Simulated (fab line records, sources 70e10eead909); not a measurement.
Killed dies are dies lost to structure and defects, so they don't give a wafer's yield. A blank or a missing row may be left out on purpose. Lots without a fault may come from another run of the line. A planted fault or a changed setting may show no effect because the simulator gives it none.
Chamber matching | flow nand_harc | NHARC_P_M0_DESCUM_14 on rie_diel-07: 4 sister chambers
The step chemistry O2, time 3 s. 18 wafers are shown with their chamber, then 9 later ones without.

WAFERS WITH THEIR CHAMBER
wafer  | chamber | drypump_motor_current_A (A) | showerhead_plenum_p_Torr (Torr) | oes_product_au (a.u.)
L226.1 | 1       | 5.5                         | 1.92                            | 1.007
L226.3 | 0       | 6.6                         | 1.85                            | 0.993
L226.4 | 3       | 6.1                         | 1.80                            | 0.982
L227.1 | 1       | 5.5                         | 1.92                            | 1.005
L227.3 | 0       | 6.6                         | 1.85                            | 0.983
L227.4 | 3       | 6.1                         | 1.80                            | 0.972
L228.2 | 2       | 5.9                         | 1.92                            | 0.982
L228.3 | 0       | 6.6                         | 1.85                            | 1.001
L228.6 | 3       | 6.1                         | 1.80                            | 1.006
L230.4 | 1       | 5.6                         | 1.92                            | 0.994
L230.5 | 3       | 6.1                         | 1.80                            | 0.987
L230.6 | 0       | 6.6                         | 1.85                            | 0.985
L241.1 | 3       | 6.1                         | 1.79                            | 0.996
L241.4 | 3       | 6.1                         | 1.79                            | 1.006
L241.5 | 0       | 6.6                         | 1.84                            | 0.996
L242.3 | 1       | 5.5                         | 1.91                            | 1.023
L242.4 | 2       | 5.9                         | 1.92                            | 0.977
L242.6 | 1       | 5.5                         | 1.91                            | 1.016

SIGNATURES (means of the wafers above)
reading                  | chamber 0 | chamber 1 | chamber 2 | chamber 3 | scatter within a chamber
drypump_motor_current_A  | 6.600     | 5.520     | 5.900     | 6.100     | 0.0239
showerhead_plenum_p_Torr | 1.8480    | 1.9160    | 1.9200    | 1.7967    | 0.00488
oes_product_au           | 0.99160   | 1.00900   | 0.97950   | 0.99150   | 0.0109
Rule: a wafer's distance from a chamber is the root of the sum, over the readings, of the square of ((its reading less the chamber's mean) divided by the reading's scatter). The wafer belongs to the nearest chamber; if the next one is less than 2 further off, it can't be placed. The scatter: the root of (the sum of the squares of (reading less its chamber's mean) over the shown wafers, divided by (wafers less chambers)).

WAFERS WITHOUT THEIR CHAMBER
wafer  | drypump_motor_current_A (A) | showerhead_plenum_p_Torr (Torr) | oes_product_au (a.u.)
L244.4 | 5.6                         | 1.91                            | 0.995
L244.5 | 5.9                         | 1.91                            | 0.989
L244.6 | 5.5                         | 1.91                            | 0.994
L245.2 | 6.1                         | 1.79                            | 0.994
L245.3 | 5.6                         | 1.91                            | 1.001
L245.4 | 6.6                         | 1.84                            | 0.985
L246.4 | 5.6                         | 1.91                            | 0.999
L246.5 | 6.1                         | 1.79                            | 0.988
L246.6 | 6.6                         | 1.84                            | 0.988

WHICH CHAMBER EACH WENT THROUGH
wafer  | from the rows above | in truth
L244.4 | 1                   | 1
L244.5 | 2                   | 2
L244.6 | 1                   | 1
L245.2 | 3                   | 3
L245.3 | 1                   | 1
L245.4 | 0                   | 0
L246.4 | 1                   | 1
L246.5 | 3                   | 3
L246.6 | 0                   | 0
Placed correctly: 9 of 9. Can't be placed from these rows: 0. Placed wrongly: 0.
